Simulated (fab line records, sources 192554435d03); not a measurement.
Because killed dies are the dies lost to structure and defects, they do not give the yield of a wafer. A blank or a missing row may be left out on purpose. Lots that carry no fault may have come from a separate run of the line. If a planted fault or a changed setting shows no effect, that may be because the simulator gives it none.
Matching of chambers + flow n5Finfet + N5_SD_EPI_N_ETCH_35 on rieDiel-03 has 4 sister chambers
The step etches SOC in N2/H2, overetch 108 nm, time 486 s. 8 wafers are shown with their chamber, then 8 later ones without.

== WAFERS WITH THEIR CHAMBER ==
| wafer  | chamber | drypumpMotorCurrentA (A) | showerheadPlenumPTorr (Torr) |
|--------|---------|--------------------------|------------------------------|
| L087.3 | 1       | 6.3                      | 2.58                         |
| L087.5 | 1       | 6.3                      | 2.58                         |
| L089.3 | 0       | 5.8                      | 2.51                         |
| L089.6 | 3       | 5.5                      | 2.61                         |
| L090.2 | 3       | 5.5                      | 2.61                         |
| L090.4 | 2       | 5.3                      | 2.61                         |
| L090.5 | 0       | 5.8                      | 2.50                         |
| L092.1 | 2       | 5.4                      | 2.60                         |

== WAFERS WHOSE CHAMBER IS MISSING ==
| wafer  | drypumpMotorCurrentA (A) | showerheadPlenumPTorr (Torr) |
|--------|--------------------------|------------------------------|
| L092.4 | 5.8                      | 2.50                         |
| L092.6 | 5.5                      | 2.60                         |
| L094.2 | 6.3                      | 2.57                         |
| L094.3 | 5.5                      | 2.60                         |
| L094.5 | 5.5                      | 2.60                         |
| L095.4 | 5.4                      | 2.60                         |
| L095.5 | 5.4                      | 2.60                         |
| L095.6 | 5.5                      | 2.60                         |

== THE CHAMBER EACH PASSED THROUGH ==
| wafer  | from the rows above     | in truth |
|--------|-------------------------|----------|
| L092.4 | 0                       | 0        |
| L092.6 | 3                       | 3        |
| L094.2 | 1                       | 1        |
| L094.3 | 3                       | 3        |
| L094.5 | 3                       | 3        |
| L095.4 | can't be placed: 2 or 3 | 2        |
| L095.5 | can't be placed: 2 or 3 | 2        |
| L095.6 | 3                       | 3        |
Correctly placed: 6 of 8. Cannot be placed on the basis of these rows: 2; the candidates contain the true chamber in 2. Wrongly placed: 0.
How it was worked out, from the rows above alone: a wafer's distance from a chamber is the root of the sum, over the readings, of the square of ((its reading less the chamber's mean) divided by the reading's scatter). If the next closest chamber is less than 2 further off than the closest, the wafer can't be placed; otherwise it belongs to the closest. For every chamber, the mean is computed from those of its wafers that are shown. How the scatter is found: for the shown wafers, subtract from each reading the mean of its chamber, square and add these, divide the total by (wafers less chambers), then take the root.
